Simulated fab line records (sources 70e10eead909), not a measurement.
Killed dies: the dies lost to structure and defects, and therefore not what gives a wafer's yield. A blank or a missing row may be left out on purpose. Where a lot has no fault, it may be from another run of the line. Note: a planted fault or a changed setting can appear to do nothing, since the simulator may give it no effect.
The same fault as seen by 2 desks	flow nand-harc	each desk has only its own numbers; what lay behind them comes last

== METROLOGY DESK ==
Lot by lot, what the gauges showed, no matter which tool ran the lot: averages of those sampled wafers that carry a number. A lot is out of limits, marked OUT, if its mean lies more than 4 standard deviations from the usual mean; the brackets give that distance.
Columns: A = cd-nm at NHARC_A_BONDPAD_CD_MEAS_09, usual 499.4 nm
lot	first seen here	A
L550	day 18 00:19	499.2
L551	day 18 02:43	499.8
L553	day 18 05:10	499.4
L552	day 18 05:54	497.8
L554	day 19 02:37	502.2
L559	day 20 08:35	500.6
L558	day 20 13:37	498.1
L564	day 21 04:30	500.8
L561	day 21 08:28	497.7
L562	day 21 12:05	497.3
L566	day 21 16:02	499.3
L571	day 23 06:41	500.7
This desk's finding: nothing out of limits on any of the 12 lots.

== DESK OF THE TOOL OWNER: rie-diel-09 ==
The tool's own readings at NHARC_THIN_TSV_ETCHBACK_48 (etches the open film in C4F8/Ar, target depth 1028.5 nm, time 405.17 s): means of the sampled wafers that have a number, for each lot that ran on this tool. A lot is out of limits, marked OUT, if its mean lies more than 4 standard deviations from the usual mean; the brackets give that distance.
Columns: A = chamber-pressure-mTorr at NHARC_THIN_TSV_ETCHBACK_48, usual 25.000 mTorr; B = oes-product-au at NHARC_THIN_TSV_ETCHBACK_48, usual 0.946 a.u.; C = rf-vpp-V at NHARC_THIN_TSV_ETCHBACK_48, usual 548 V
lot	first seen here	A	B	C
L554	day 19 20:50	24.996	1.002	545
L559	day 21 03:14	25.014	0.932	550
L564	day 21 23:44	25.004	0.927	547
L566	day 22 12:08	24.994	0.898	546
This desk's finding: nothing out of limits on any of the 4 lots.

== PUT TOGETHER ==
From the metrology desk's view, nothing was out of limits.
The tool owner's desk saw nothing out of limits.

== WHAT THE SIMULATOR HAD INSERTED ==
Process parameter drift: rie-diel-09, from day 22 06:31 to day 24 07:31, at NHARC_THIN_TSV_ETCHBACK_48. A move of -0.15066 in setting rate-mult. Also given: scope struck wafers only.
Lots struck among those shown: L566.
